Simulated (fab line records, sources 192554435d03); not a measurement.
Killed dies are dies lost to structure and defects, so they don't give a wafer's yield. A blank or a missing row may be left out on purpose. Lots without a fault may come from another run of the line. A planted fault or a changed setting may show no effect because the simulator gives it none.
Chamber matching | flow n5_finfet | N5_BEOL_M6_STRIP_36 on rie_diel-04: 4 sister chambers
The step strips in N2/H2. 4 wafers are shown with their chamber, then 12 later ones without.

WAFERS WITH THEIR CHAMBER
wafer  | chamber | showerhead_plenum_p_Torr (Torr)
L083.3 | 2       | 2.51
L083.6 | 3       | 2.45
L085.2 | 0       | 2.44
L085.6 | 1       | 2.61

WAFERS WITHOUT THEIR CHAMBER
wafer  | showerhead_plenum_p_Torr (Torr)
L090.2 | 2.44
L090.3 | 2.51
L090.5 | 2.44
L093.2 | 2.51
L093.5 | 2.50
L093.6 | 2.44
L094.2 | 2.44
L094.4 | 2.60
L094.5 | 2.44
L097.1 | 2.43
L097.3 | 2.60
L097.4 | 2.50

WHICH CHAMBER EACH WENT THROUGH
wafer  | from the rows above     | in truth
L090.2 | can't be placed: 0 or 3 | 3
L090.3 | 2                       | 2
L090.5 | can't be placed: 0 or 3 | 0
L093.2 | 2                       | 2
L093.5 | 2                       | 2
L093.6 | can't be placed: 0 or 3 | 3
L094.2 | can't be placed: 0 or 3 | 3
L094.4 | 1                       | 1
L094.5 | can't be placed: 0 or 3 | 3
L097.1 | can't be placed: 0 or 3 | 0
L097.3 | 1                       | 1
L097.4 | 2                       | 2
Placed correctly: 6 of 12. Can't be placed from these rows: 6 (the true chamber is among the candidates in 6). Placed wrongly: 0.
How it was worked out, from the rows above alone: a wafer's distance from a chamber is the root of the sum, over the readings, of the square of ((its reading less the chamber's mean) divided by the reading's scatter). The wafer belongs to the nearest chamber; if the next one is less than 2 further off, it can't be placed. A chamber's mean is the mean of its shown wafers. The scatter: with one shown wafer a chamber, the root of the mean of the squares of how far each hidden wafer lies from its nearest shown one.
